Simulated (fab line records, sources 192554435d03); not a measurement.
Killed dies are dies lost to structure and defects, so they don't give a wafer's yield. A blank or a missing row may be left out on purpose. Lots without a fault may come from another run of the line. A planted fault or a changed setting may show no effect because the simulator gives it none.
Chamber matching | flow n5_finfet | N5_MOL_CONTACT_COAG_ETCH_67 on rie_diel-05: 4 sister chambers
The step etches SOC in N2/H2, target depth 60 nm, overetch 21 nm, time 101.2 s. 14 wafers are shown with their chamber, then 7 later ones without.

WAFERS WITH THEIR CHAMBER
wafer  | chamber | showerhead_plenum_p_Torr (Torr) | throttle_valve_pct (%) | drypump_motor_current_A (A)
L074.2 | 0       | 2.50                            | 17.71                  | 5.8
L074.3 | 1       | 2.49                            | 17.78                  | 5.6
L074.6 | 2       | 2.65                            | 18.25                  | 6.6
L075.1 | 2       | 2.65                            | 18.25                  | 6.6
L075.3 | 1       | 2.49                            | 17.79                  | 5.7
L075.5 | 1       | 2.49                            | 17.79                  | 5.7
L080.1 | 0       | 2.50                            | 17.71                  | 5.8
L080.4 | 3       | 2.72                            | 17.69                  | 5.2
L080.5 | 1       | 2.49                            | 17.81                  | 5.6
L082.1 | 1       | 2.49                            | 17.81                  | 5.7
L082.2 | 0       | 2.50                            | 17.72                  | 5.8
L082.4 | 3       | 2.72                            | 17.69                  | 5.2
L083.1 | 1       | 2.48                            | 17.81                  | 5.6
L083.3 | 0       | 2.50                            | 17.72                  | 5.8

SIGNATURES (means of the wafers above)
reading                  | chamber 0 | chamber 1 | chamber 2 | chamber 3 | scatter within a chamber
showerhead_plenum_p_Torr | 2.5000    | 2.4883    | 2.6500    | 2.7200    | 0.00289
throttle_valve_pct       | 17.7150   | 17.7983   | 18.2500   | 17.6900   | 0.00992
drypump_motor_current_A  | 5.800     | 5.650     | 6.600     | 5.200     | 0.0387
Rule: a wafer's distance from a chamber is the root of the sum, over the readings, of the square of ((its reading less the chamber's mean) divided by the reading's scatter). The wafer belongs to the nearest chamber; if the next one is less than 2 further off, it can't be placed. The scatter: the root of (the sum of the squares of (reading less its chamber's mean) over the shown wafers, divided by (wafers less chambers)).

WAFERS WITHOUT THEIR CHAMBER
wafer  | showerhead_plenum_p_Torr (Torr) | throttle_valve_pct (%) | drypump_motor_current_A (A)
L083.5 | 2.48                            | 17.82                  | 5.6
L087.3 | 2.49                            | 17.73                  | 5.8
L087.4 | 2.72                            | 17.72                  | 5.2
L087.5 | 2.48                            | 17.83                  | 5.6
L089.2 | 2.48                            | 17.84                  | 5.7
L089.4 | 2.49                            | 17.73                  | 5.8
L089.5 | 2.63                            | 18.28                  | 6.5

WHICH CHAMBER EACH WENT THROUGH
wafer  | from the rows above | in truth
L083.5 | 1                   | 1
L087.3 | 0                   | 0
L087.4 | 3                   | 3
L087.5 | 1                   | 1
L089.2 | 1                   | 1
L089.4 | 0                   | 0
L089.5 | 2                   | 2
Placed correctly: 7 of 7. Can't be placed from these rows: 0. Placed wrongly: 0.
